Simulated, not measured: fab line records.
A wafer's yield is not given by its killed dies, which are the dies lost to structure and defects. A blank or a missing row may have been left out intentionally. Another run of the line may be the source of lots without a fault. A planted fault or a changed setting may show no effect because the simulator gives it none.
Which tool is to blame?	flow n5Finfet	Sampling: 8 lots, 24 wafers, 5 of 1938 route steps

## WHAT EACH GAUGE READ, for each wafer
N5_BEOL_M4_RC_MEAS_101. Usual: DIBL_N 35.9 mV/V, standard deviation 1.3; DIBL_P 35.9 mV/V, standard deviation 1.5; IOFF_N 0.152 nA/um, standard deviation 0.023; IOFF_N_85C 3.0 nA/um, standard deviation 0.37; IOFF_N_LIN 0.071 nA/um, standard deviation 0.0087; IOFF_N_LONG 5.52e-05 nA/um, standard deviation 2e-06; IOFF_P 0.204 nA/um, standard deviation 0.027; ION_N 673 uA/um, standard deviation 9.2; ION_P 462 uA/um, standard deviation 6.7; SS_N 71.4 mV/dec, standard deviation 0.48; SS_P 73.2 mV/dec, standard deviation 0.55; VT_N 250.3 mV, standard deviation 2.6; VT_N_LONG 274.9 mV, standard deviation 1.7; VT_N_LVT 98.5 mV, standard deviation 2.9; VT_P -250.6 mV, standard deviation 3; VT_P_LVT -99.1 mV, standard deviation 2.4.
lot	measured	on	DIBL_N (mV/V)	DIBL_P (mV/V)	IOFF_N (nA/um)	IOFF_N_85C (nA/um)	IOFF_N_LIN (nA/um)	IOFF_N_LONG (nA/um)	IOFF_P (nA/um)	ION_N (uA/um)	ION_P (uA/um)	SS_N (mV/dec)	SS_P (mV/dec)	VT_N (mV)	VT_N_LONG (mV)	VT_N_LVT (mV)	VT_P (mV)	VT_P_LVT (mV)	flag
L899	day 9 18:23	prober-02	36.5 35.0 36.1	37.3 36.3 37.1	0.167 0.150 0.163	3.2 2.9 3.1	0.078 0.072 0.077	5.51e-05 5.45e-05 5.48e-05	0.198 0.182 0.197	677 679 680	461 452 462	70.8 71.0 71.5	74.3 73.0 73.2	249.8 252.0 248.3	273.0 275.3 273.4	96.0 98.3 96.5	-253.7 -254.3 -251.2	-101.4 -102.0 -101.3	
L900	day 9 21:12	prober-01	36.6 35.3 37.3	36.6 34.7 38.1	0.135 0.122 0.162	2.8 2.6 3.3	0.067 0.061 0.078	5.21e-05 5.25e-05 5.22e-05	0.175 0.159 0.214	670 676 685	456 453 469	71.2 70.6 71.8	72.8 72.6 73.6	253.0 253.1 251.9	277.8 278.3 278.7	102.9 103.6 99.1	-253.4 -254.0 -250.3	-103.9 -103.6 -100.5	
L901	day 9 16:45	prober-01	36.4 37.3 35.5	35.8 37.5 35.5	0.154 0.167 0.135	3.0 3.2 2.7	0.070 0.075 0.065	5.38e-05 5.2e-05 5.34e-05	0.200 0.220 0.189	679 662 666	463 460 463	72.0 71.9 71.7	73.5 74.8 72.9	249.3 248.3 249.8	275.3 275.4 276.3	98.8 98.3 99.9	-250.5 -250.0 -253.4	-98.0 -99.2 -99.8	
L902	day 10 14:52	prober-02	36.6 37.2 36.1	35.2 36.9 34.5	0.144 0.167 0.141	2.9 3.3 2.9	0.067 0.077 0.065	5.29e-05 5.35e-05 5.35e-05	0.217 0.244 0.198	665 671 659	462 464 449	71.6 72.1 71.9	73.5 74.2 72.5	252.7 248.3 253.3	278.2 273.0 274.4	102.6 99.4 102.8	-248.6 -249.5 -251.8	-99.7 -98.5 -102.0	
L905	day 12 03:04	prober-02	35.7 35.0 35.9	35.5 35.2 36.2	0.134 0.127 0.143	2.7 2.6 2.9	0.065 0.063 0.070	5.68e-05 5.55e-05 5.62e-05	0.188 0.198 0.209	669 665 681	455 460 461	71.1 70.7 71.7	72.7 72.8 73.8	249.5 251.2 248.9	274.1 274.7 274.9	100.5 100.0 97.3	-249.6 -248.8 -248.1	-99.4 -98.0 -96.9	
L908	day 11 09:10	prober-01	34.3 35.1 34.8	33.5 33.7 34.6	0.154 0.163 0.161	3.1 3.2 3.2	0.073 0.076 0.077	5.71e-05 5.78e-05 5.62e-05	0.211 0.210 0.225	683 681 679	472 463 470	71.5 71.7 71.2	72.7 73.3 74.5	248.0 248.1 249.0	272.8 275.0 273.5	96.0 95.0 95.4	-249.9 -249.2 -248.3	-94.9 -95.1 -94.7	
L910	day 12 07:56	prober-01	33.9 34.1 33.2	35.3 36.2 34.6	0.152 0.156 0.136	3.0 3.1 2.7	0.072 0.075 0.067	5.79e-05 5.72e-05 5.79e-05	0.208 0.231 0.201	688 682 681	474 474 471	71.3 71.0 70.4	72.8 73.3 72.7	248.7 250.0 250.0	273.3 275.1 276.1	98.2 97.3 99.6	-248.8 -245.6 -249.4	-98.5 -97.3 -98.5	
L918	day 14 19:56	prober-01	41.0 37.6 38.4	40.4 35.8 36.5	0.248 0.297 0.177	4.6 5.4 3.4	0.106 0.138 0.080	5.47e-05 8.93e-05 5.39e-05	0.306 0.176 0.238	686 706 669	469 450 455	72.2 72.2 71.4	74.8 73.7 74.4	245.1 233.8 249.1	271.4 255.8 276.6	93.8 81.0 97.9	-245.4 -258.0 -249.1	-96.0 -106.4 -98.8	OFF

## WHAT TOOL EACH LOT RAN ON (gives the tool, then ch and the chambers of the sampled wafers, and finally the start)
lot	N5_HKMG_FIN_ALD_91	N5_HKMG_FIN_ETCH_86	N5_HKMG_FIN_STRIP_88	N5_HKMG_FIN_STRIP_90
L899	aldMetal-02 ch 1,2,3, day 4 22:25	rieDiel-04 ch 1,2,3, day 4 22:45	plasmaAsher-02 ch 0,1, day 4 23:00	rieDiel-04 ch 0,1,2, day 4 23:53
L900	aldMetal-01 ch 0,3, day 5 05:44	rieDiel-02 ch 1,2,3, day 5 06:04	plasmaAsher-02 ch 0,1, day 5 06:19	rieDiel-02 ch 0,3, day 5 07:12
L901	aldMetal-02 ch 0,2,3, day 5 11:58	rieDiel-04 ch 1,2,3, day 5 12:29	plasmaAsher-02 ch 0,1, day 5 12:51	rieDiel-02 ch 0,3, day 5 13:43
L902	aldMetal-03 ch 1,2, day 5 15:34	rieDiel-02 ch 1,3, day 5 15:54	plasmaAsher-02 ch 0,1, day 5 16:09	rieDiel-05 ch 0,3, day 5 17:02
L905	aldMetal-03 ch 1,2, day 6 14:58	rieDiel-02 ch 0,1,2, day 6 15:18	plasmaAsher-01 ch 0, day 6 15:34	rieDiel-05 ch 0,1,3, day 6 16:26
L908	aldMetal-03 ch 0,3, day 7 08:49	rieDiel-05 ch 0,3, day 7 09:10	plasmaAsher-02 ch 0,1, day 7 09:25	rieDiel-02 ch 0,1,3, day 7 10:17
L910	aldMetal-01 ch 0,3, day 7 16:09	rieDiel-04 ch 0,1, day 7 16:29	plasmaAsher-02 ch 0,1, day 7 16:44	rieDiel-04 ch 0,1,2, day 7 17:40
L918	aldMetal-01 ch 0,1,3, day 9 13:38	rieDiel-05 ch 1,2,3, day 9 13:58	plasmaAsher-01 ch 0,1, day 9 14:14	rieDiel-04 ch 0,1,2, day 9 15:07
- N5_HKMG_FIN_ALD_91: deposits TiN, target thk 1 nm, pulse time 1 s, purge time 3 s.
- N5_HKMG_FIN_ETCH_86: etches SOC in N2/H2, stops on TiN, target depth 393.2 nm.
- N5_HKMG_FIN_STRIP_88: strips in N2/H2, time 360 s.
- N5_HKMG_FIN_STRIP_90: strips SOC in N2/H2, time 20 s.

## WHAT THE TOOLS THEMSELVES READ (means of the sampled wafers that have a number; where no wafer has one, the mark that the record gives instead)
N5_HKMG_FIN_ALD_91. Usual: heaterPowerW 883 W, standard deviation 99; precursorPulseHeightRel 1.001, standard deviation 0.022.
lot	tool	heaterPowerW (W)	precursorPulseHeightRel	flag
L899	aldMetal-02	895	1.003	
L900	aldMetal-01	709	0.983	
L901	aldMetal-02	959	1.004	
L902	aldMetal-03	891	1.022	
L905	aldMetal-03	923	1.002	
L908	aldMetal-03	838	0.998	
L910	aldMetal-01	708	0.974	
L918	aldMetal-01	741	0.998	

N5_HKMG_FIN_ETCH_86. Usual: drypumpMotorCurrentA 5.9 A, standard deviation 0.35; oesProductAu 0.79 a.u., standard deviation 0.086; rfVppV 241.1 V, standard deviation 1.7; showerheadPlenumPTorr 2.57 Torr, standard deviation 0.12; throttleValvePct 17.78 %, standard deviation 0.2.
lot	tool	drypumpMotorCurrentA (A)	oesProductAu (a.u.)	rfVppV (V)	showerheadPlenumPTorr (Torr)	throttleValvePct (%)	flag
L899	rieDiel-04	6.1	0.80	241.0	2.48	17.75	
L900	rieDiel-02	5.9	0.76	241.3	2.62	17.79	
L901	rieDiel-04	6.1	0.79	240.3	2.48	17.75	
L902	rieDiel-02	5.6	0.81	241.9	2.68	17.66	
L905	rieDiel-02	5.7	0.79	242.0	2.63	17.76	
L908	rieDiel-05	6.1	0.72	242.2	2.63	17.94	
L910	rieDiel-04	6.2	0.77	240.5	2.50	17.63	
L918	rieDiel-05	5.8	0.77	240.7	2.55	17.93	

N5_HKMG_FIN_STRIP_88. Usual: drypumpMotorCurrentA 5.34 A, standard deviation 0.25; heaterPowerW 486 W, standard deviation 23; tempC 299.97 C, standard deviation 0.2.
lot	tool	drypumpMotorCurrentA (A)	heaterPowerW (W)	tempC (C)	flag
L899	plasmaAsher-02	5.43	491	299.98	
L900	plasmaAsher-02	5.43	490	300.08	
L901	plasmaAsher-02	5.31	483	300.11	
L902	plasmaAsher-02	5.33	488	299.97	
L905	plasmaAsher-01	5.01	463	300.15	
L908	plasmaAsher-02	5.31	476	300.06	
L910	plasmaAsher-02	5.31	485	300.11	
L918	plasmaAsher-01	5.22	472	299.78	

N5_HKMG_FIN_STRIP_90. Usual: drypumpMotorCurrentA 6.0 A, standard deviation 0.34; oesProductAu 0.80 a.u., standard deviation 0.082; rfVppV 54.2 V, standard deviation 0.85; showerheadPlenumPTorr 3.39 Torr, standard deviation 0.14; tempC 40.02 C, standard deviation 0.11; throttleValvePct 18.99 %, standard deviation 0.21.
lot	tool	drypumpMotorCurrentA (A)	oesProductAu (a.u.)	rfVppV (V)	showerheadPlenumPTorr (Torr)	tempC (C)	throttleValvePct (%)	flag
L899	rieDiel-04	6.2	0.86	53.1	3.35	40.00	18.94	
L900	rieDiel-02	5.5	0.86	54.6	3.55	40.08	18.84	
L901	rieDiel-02	5.5	0.86	54.6	3.54	40.14	18.85	
L902	rieDiel-05	5.8	0.76	54.0	3.49	40.03	18.93	
L905	rieDiel-05	5.7	0.75	54.0	3.35	40.01	19.11	
L908	rieDiel-02	5.6	0.82	54.9	3.53	40.15	18.88	
L910	rieDiel-04	6.2	0.84	53.9	3.34	40.11	18.96	
L918	rieDiel-04	6.2	0.81	54.3	3.33	40.01	19.00	

## THE ANSWER, worked out from the rows above alone
Rule: a lot is off if the mean of its wafers that have a number lies more than 3 standard deviations from the usual mean. A lot without any number at a reading at which 4 lots or more have one is off too. The other lots that the step has rows for count as sound. Order of review: gauges by route order, followed by the tools' own readings, for which a lot's mean as printed above is used. The first step at which some lot is off is used, and at that step the reading that is off furthest; a lot without a number counts as furthest.
Off: L918, seen at N5_BEOL_M4_RC_MEAS_101 (IOFF_N_LONG).
A tool fits if, at a process step before that reading, it ran every lot that is off, and no sound lot after the first of them. Those tools and the gauges at N5_BEOL_M4_RC_MEAS_101 are tried in the same way. Can't be told from this: 5 tools fit, aldMetal-01 at N5_HKMG_FIN_ALD_91, rieDiel-05 at N5_HKMG_FIN_ETCH_86, plasmaAsher-01 at N5_HKMG_FIN_STRIP_88, rieDiel-04 at N5_HKMG_FIN_STRIP_90, prober-01 at N5_BEOL_M4_RC_MEAS_101.

## WHAT THE SIMULATOR HAD INSERTED
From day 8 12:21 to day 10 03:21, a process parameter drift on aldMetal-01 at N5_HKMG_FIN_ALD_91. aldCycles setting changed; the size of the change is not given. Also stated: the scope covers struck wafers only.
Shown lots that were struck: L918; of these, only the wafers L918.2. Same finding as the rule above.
